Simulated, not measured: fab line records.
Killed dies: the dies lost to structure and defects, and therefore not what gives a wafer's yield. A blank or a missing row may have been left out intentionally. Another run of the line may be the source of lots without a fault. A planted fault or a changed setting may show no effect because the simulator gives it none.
Chamber matching	flow nand harc	rie diel-10 running NHARC_A_CONTACT_ETCH_102: 4 sister chambers
The step etches the open film in CF4/O2, target depth 100 nm, overetch 10 nm, time 55 s. 4 wafers are shown with their chamber, then 8 later ones without.

== WAFERS WITH THEIR CHAMBER ==
wafer	chamber	showerhead plenum p Torr (Torr)
L086.3	1	1.26
L086.6	0	1.33
L087.5	2	1.42
L091.2	3	1.33

== WAFERS WHOSE CHAMBER IS MISSING ==
wafer	showerhead plenum p Torr (Torr)
L091.5	1.33
L091.6	1.33
L094.2	1.32
L094.3	1.41
L094.5	1.26
L096.1	1.33
L096.3	1.26
L096.5	1.33

== CHAMBER TAKEN BY EACH ==
wafer	from the rows above	in truth
L091.5	can't be placed: 0 or 3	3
L091.6	can't be placed: 0 or 3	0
L094.2	can't be placed: 0 or 3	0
L094.3	2	2
L094.5	1	1
L096.1	can't be placed: 0 or 3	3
L096.3	1	1
L096.5	can't be placed: 0 or 3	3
Correctly placed: 3 of 8. Not placeable from these rows: 5 (in 5, the candidates include the true chamber). Placed wrongly: 0.
How it was worked out, from the rows above alone: a wafer's distance from a chamber is the root of the sum, over the readings, of the square of ((its reading less the chamber's mean) divided by the reading's scatter). If the next closest chamber is less than 2 further off than the closest, the wafer can't be placed; otherwise it belongs to the closest. A chamber's mean is the mean of its shown wafers. The scatter: root of mean squared gap, hidden wafer to nearest shown wafer, with one shown wafer a chamber.
